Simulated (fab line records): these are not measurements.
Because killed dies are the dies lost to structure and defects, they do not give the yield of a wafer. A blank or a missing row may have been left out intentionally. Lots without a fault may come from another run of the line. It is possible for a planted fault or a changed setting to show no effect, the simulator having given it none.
Which tool is to blame?	flow n5Finfet	24 lots, 72 wafers sampled, at 6 steps of a route of 1938

WHAT EACH GAUGE READ, for each wafer
N5_BEOL_M1_CD_MEAS_35: target cd 18 nm, target cd y 21 nm. Usual: cdNm reads 18.1 nm (standard deviation 0.38).
lot	measured	on	cdNm (nm)	flag
L074	day 6 05:30	cdSem-03	18.2 17.9 17.9	
L075	day 6 17:29	cdSem-02	18.1 18.8 18.0	
L076	day 6 18:29	cdSem-01	17.9 17.8 17.7	
L077	day 6 23:13	cdSem-01	18.1 18.1 18.0	
L078	day 6 23:35	cdSem-03	18.2 18.3 18.2	
L079	day 7 09:11	cdSem-01	17.9 17.9 18.5	
L080	day 7 19:58	cdSem-01	18.9 18.0 17.8	
L081	day 8 01:35	cdSem-03	18.1 18.0 17.6	
L082	day 8 04:31	cdSem-01	18.7 17.7 18.8	
L083	day 8 08:22	cdSem-01	17.5 18.0 17.1	
L084	day 8 20:21	cdSem-01	17.8 17.9 18.1	
L085	day 9 06:43	cdSem-02	19.0 18.2 18.3	
L087	day 9 09:02	cdSem-01	17.6 17.3 18.0	
L086	day 9 09:23	cdSem-01	17.9 18.1 17.7	
L088	day 9 15:25	cdSem-01	18.1 17.9 18.5	
L089	day 9 21:44	cdSem-02	18.0 18.2 18.2	
L090	day 10 07:26	cdSem-01	17.5 18.1 18.0	
L091	day 10 14:11	cdSem-02	18.2 18.4 17.9	
L092	day 10 16:37	cdSem-01	18.3 18.0 18.1	
L093	day 10 20:29	cdSem-02	17.9 18.7 18.9	
L095	day 11 07:33	cdSem-01	18.3 18.7 18.1	
L094	day 11 16:20	cdSem-01	17.3 18.5 17.4	
L096	day 11 20:25	cdSem-01	18.5 18.4 18.2	
L097	day 11 22:04	cdSem-02	18.1 17.9 18.2	

N5_BEOL_M1_RS_MEAS_58: measurement is done with a four-point probe. Usual: M1_RS typically reads 0.67 ohm/sq, with standard deviation 0.033.
lot	measured	on	M1_RS (ohm/sq)	flag
L074	day 6 10:33	filmMetro-02	0.66 0.62 0.65	
L075	day 6 21:13	filmMetro-02	0.68 0.72 0.71	
L076	day 6 23:49	filmMetro-01	0.71 0.72 0.69	
L077	day 7 02:50	filmMetro-02	0.70 0.71 0.68	
L078	day 7 04:40	filmMetro-01	0.66 0.70 0.64	
L079	day 7 14:43	filmMetro-01	0.70 0.65 0.71	
L080	day 8 00:43	filmMetro-01	0.63 0.62 0.62	
L081	day 8 06:17	filmMetro-02	0.69 0.62 0.64	
L082	day 8 08:58	filmMetro-02	0.65 0.64 0.66	
L083	day 8 11:46	filmMetro-01	0.72 0.62 0.70	
L084	day 9 00:38	filmMetro-02	0.67 0.64 0.65	
L085	day 9 11:41	filmMetro-02	0.68 0.67 0.63	
L087	day 9 12:40	filmMetro-01	0.70 0.70 0.66	
L086	day 9 13:16	filmMetro-01	0.66 0.67 0.64	
L088	day 9 19:40	filmMetro-01	0.65 0.65 0.63	
L089	day 10 01:57	filmMetro-01	0.73 0.74 0.70	
L090	day 10 11:02	filmMetro-01	0.70 0.68 0.69	
L091	day 10 17:44	filmMetro-01	0.70 0.70 0.70	
L092	day 10 20:05	filmMetro-01	0.71 0.68 0.70	
L093	day 11 00:32	filmMetro-01	0.73 0.67 0.70	
L095	day 11 11:25	filmMetro-02	0.64 0.65 0.66	
L094	day 11 21:10	filmMetro-02	0.68 0.65 0.68	
L096	day 12 01:10	filmMetro-02	0.65 0.67 0.62	
L097	day 12 02:20	filmMetro-01	0.67 0.61 0.68	

WHICH TOOL RAN EACH LOT (tool, then ch and the chambers of the sampled wafers, then the start)
lot	N5_BEOL_M1_STRIP_97	N5_BEOL_M1_PRE_CLEAN_45	N5_BEOL_M1_SURFACE_TREAT_85	N5_BEOL_M1_ANNEAL_89
L074	rieDiel-04 ch 1,2, day 6 05:30 or earlier	pvdSputter-02, day 6 05:53	pvdSputter-02, day 6 06:43	pvdSputter-03, day 6 07:59
L075	rieDiel-05 ch 0,2,3, day 6 17:29 or earlier	pvdSputter-03, day 6 17:46	pvdSputter-03, day 6 18:04	pvdSputter-01, day 6 19:16
L076	rieDiel-04 ch 0,1,2, day 6 18:29 or earlier	pvdSputter-01, day 6 20:21	pvdSputter-01, day 6 20:40	pvdSputter-01, day 6 21:58
L077	rieDiel-03 ch 1,2,3, day 6 23:13 or earlier	pvdSputter-02, day 6 23:21	pvdSputter-01, day 6 23:45	pvdSputter-03, day 7 00:56
L078	rieDiel-03 ch 1,2,3, day 6 23:35 or earlier	pvdSputter-02, day 6 23:50	pvdSputter-02, day 7 00:11	pvdSputter-03, day 7 02:46
L079	rieDiel-03 ch 1,2,3, day 7 09:11 or earlier	pvdSputter-02, day 7 09:28	pvdSputter-01, day 7 11:10	pvdSputter-03, day 7 12:52
L080	rieDiel-03 ch 2,3, day 7 19:58 or earlier	pvdSputter-03, day 7 21:08	pvdSputter-03, day 7 21:32	pvdSputter-03, day 7 22:52
L081	rieDiel-04 ch 0,1,3, day 8 01:35 or earlier	pvdSputter-03, day 8 02:06	pvdSputter-03, day 8 02:41	pvdSputter-01, day 8 04:25
L082	rieDiel-03 ch 0,1, day 8 04:31 or earlier	pvdSputter-03, day 8 05:14	pvdSputter-02, day 8 05:43	pvdSputter-02, day 8 06:58
L083	rieDiel-05 ch 0,2,3, day 8 08:22 or earlier	pvdSputter-01, day 8 08:27	pvdSputter-01, day 8 08:44	pvdSputter-03, day 8 09:55
L084	rieDiel-04 ch 0,1,2, day 8 20:21 or earlier	pvdSputter-03, day 8 20:43	pvdSputter-02, day 8 21:05	pvdSputter-01, day 8 22:47
L085	rieDiel-05 ch 2,3, day 9 06:43 or earlier	pvdSputter-01, day 9 06:53	pvdSputter-02, day 9 08:33	pvdSputter-02, day 9 09:49
L087	rieDiel-05 ch 1,2,3, day 9 09:02 or earlier	pvdSputter-03, day 9 09:14	pvdSputter-03, day 9 09:32	pvdSputter-03, day 9 10:43
L086	rieDiel-04 ch 1,2, day 9 09:23 or earlier	pvdSputter-01, day 9 09:35	pvdSputter-01, day 9 09:55	pvdSputter-01, day 9 11:23
L088	rieDiel-03 ch 1,2,3, day 9 15:25 or earlier	pvdSputter-01, day 9 16:19	pvdSputter-02, day 9 16:38	pvdSputter-01, day 9 17:49
L089	rieDiel-05 ch 0,3, day 9 21:44 or earlier	pvdSputter-03, day 9 22:27	pvdSputter-03, day 9 22:49	pvdSputter-02, day 10 00:06
L090	rieDiel-04 ch 0,3, day 10 07:26 or earlier	pvdSputter-03, day 10 07:32	pvdSputter-03, day 10 07:53	pvdSputter-01, day 10 09:10
L091	rieDiel-04 ch 1,2, day 10 14:11 or earlier	pvdSputter-03, day 10 14:23	pvdSputter-01, day 10 14:41	pvdSputter-03, day 10 15:53
L092	rieDiel-03 ch 0,2, day 10 16:37 or earlier	pvdSputter-01, day 10 16:42	pvdSputter-01, day 10 17:01	pvdSputter-01, day 10 18:12
L093	rieDiel-04 ch 0,1,3, day 10 20:29 or earlier	pvdSputter-03, day 10 20:51	pvdSputter-03, day 10 21:13	pvdSputter-02, day 10 22:41
L095	rieDiel-04 ch 1,2,3, day 11 07:33 or earlier	pvdSputter-01, day 11 07:53	pvdSputter-02, day 11 08:20	pvdSputter-03, day 11 09:34
L094	rieDiel-03 ch 0,1,3, day 11 16:20 or earlier	pvdSputter-01, day 11 17:04	pvdSputter-01, day 11 17:25	pvdSputter-03, day 11 19:19
L096	rieDiel-04 ch 1,2, day 11 20:25 or earlier	pvdSputter-02, day 11 21:01	pvdSputter-02, day 11 21:26	pvdSputter-02, day 11 22:50
L097	rieDiel-04 ch 1,2,3, day 11 22:04 or earlier	pvdSputter-01, day 11 22:31	pvdSputter-03, day 11 22:49	pvdSputter-01, day 12 00:03
- N5_BEOL_M1_STRIP_97: strips in N2/H2, time 10 s.
- N5_BEOL_M1_PRE_CLEAN_45: time 30 s.
- N5_BEOL_M1_SURFACE_TREAT_85
- N5_BEOL_M1_ANNEAL_89: time 240 s.

AS READ BY THE TOOLS THEMSELVES (means over the sampled wafers that have a number; for cases with no such wafer, the mark the record gives instead)
N5_BEOL_M1_STRIP_97. Usual: biasPowerW 7.003 W, standard deviation 0.02; drypumpMotorCurrentA 5.86 A, standard deviation 0.25; oesProductAu 0.78 a.u., standard deviation 0.077; rfVppV 59.2 V, standard deviation 0.89; showerheadPlenumPTorr 2.53 Torr, standard deviation 0.1; throttleValvePct 23.75 %, standard deviation 0.27.
lot	tool	biasPowerW (W)	drypumpMotorCurrentA (A)	oesProductAu (a.u.)	rfVppV (V)	showerheadPlenumPTorr (Torr)	throttleValvePct (%)	flag
L074	rieDiel-04	7.001	5.89	0.82	59.0	2.46	23.51	
L075	rieDiel-05	7.000	5.88	0.79	58.7	2.55	23.81	
L076	rieDiel-04	7.012	5.72	0.76	59.4	2.43	23.62	
L077	rieDiel-03	7.019	5.69	0.74	59.0	2.49	23.81	
L078	rieDiel-03	6.999	5.71	0.74	59.0	2.49	23.80	
L079	rieDiel-03	6.998	5.70	0.74	59.0	2.49	23.82	
L080	rieDiel-03	6.992	5.77	0.71	59.3	2.47	23.70	
L081	rieDiel-04	6.982	5.93	0.78	58.6	2.48	23.77	
L082	rieDiel-03	7.018	6.03	0.73	59.2	2.50	24.01	
L083	rieDiel-05	6.993	5.89	0.77	59.4	2.55	23.82	
L084	rieDiel-04	7.003	5.71	0.84	59.1	2.53	23.54	
L085	rieDiel-05	7.012	5.88	0.83	59.8	2.60	23.79	
L087	rieDiel-05	6.998	5.84	0.77	59.8	2.54	23.77	
L086	rieDiel-04	7.004	5.75	0.90	59.9	2.63	23.35	
L088	rieDiel-03	7.017	5.69	0.82	59.4	2.59	23.69	
L089	rieDiel-05	7.018	5.95	0.72	58.8	2.45	23.68	
L090	rieDiel-04	7.003	5.78	0.72	59.3	2.44	23.89	
L091	rieDiel-04	7.004	5.76	0.88	59.5	2.62	23.37	
L092	rieDiel-03	7.007	6.06	0.72	59.5	2.55	23.91	
L093	rieDiel-04	6.997	5.93	0.77	58.5	2.47	23.79	
L095	rieDiel-04	7.002	5.94	0.81	59.3	2.57	23.62	
L094	rieDiel-03	6.996	5.87	0.79	59.8	2.55	23.81	
L096	rieDiel-04	7.022	5.76	0.87	59.8	2.62	23.38	
L097	rieDiel-04	6.995	5.97	0.82	59.2	2.57	23.61	

N5_BEOL_M1_PRE_CLEAN_45. Usual: heaterPowerW reads 316 W (standard deviation 33).
lot	tool	heaterPowerW (W)	flag
L074	pvdSputter-02	364	
L075	pvdSputter-03	328	
L076	pvdSputter-01	284	
L077	pvdSputter-02	293	
L078	pvdSputter-02	325	
L079	pvdSputter-02	313	
L080	pvdSputter-03	332	
L081	pvdSputter-03	335	
L082	pvdSputter-03	322	
L083	pvdSputter-01	310	
L084	pvdSputter-03	321	
L085	pvdSputter-01	301	
L087	pvdSputter-03	327	
L086	pvdSputter-01	305	
L088	pvdSputter-01	284	
L089	pvdSputter-03	319	
L090	pvdSputter-03	317	
L091	pvdSputter-03	308	
L092	pvdSputter-01	290	
L093	pvdSputter-03	330	
L095	pvdSputter-01	301	
L094	pvdSputter-01	297	
L096	pvdSputter-02	306	
L097	pvdSputter-01	298	

N5_BEOL_M1_ANNEAL_89. Usual: heaterPowerW reads 788 W (standard deviation 80).
lot	tool	heaterPowerW (W)	flag
L074	pvdSputter-03	835	
L075	pvdSputter-01	767	
L076	pvdSputter-01	707	
L077	pvdSputter-03	810	
L078	pvdSputter-03	784	
L079	pvdSputter-03	806	
L080	pvdSputter-03	773	
L081	pvdSputter-01	746	
L082	pvdSputter-02	854	
L083	pvdSputter-03	799	
L084	pvdSputter-01	701	
L085	pvdSputter-02	798	
L087	pvdSputter-03	798	
L086	pvdSputter-01	740	
L088	pvdSputter-01	763	
L089	pvdSputter-02	824	
L090	pvdSputter-01	736	
L091	pvdSputter-03	773	
L092	pvdSputter-01	700	
L093	pvdSputter-02	812	
L095	pvdSputter-03	781	
L094	pvdSputter-03	835	
L096	pvdSputter-02	827	
L097	pvdSputter-01	745	

THE ANSWER, worked out from the rows above alone
Rule: lot off if the mean of its wafers having a number is beyond 3 standard deviations from the usual mean. Also off: a lot with no number at a reading for which 4 or more lots have one. Any other lot the step has rows for is counted as sound. Order of review: gauges by route order, followed by the tools' own readings, for which a lot's mean as printed above is used. The first step at which some lot is off is used, and at that step the reading that is off furthest; a lot without a number counts as furthest.
No lot is off at any reading shown: from this, nothing can be told.

WHAT THE SIMULATOR HAD PUT IN
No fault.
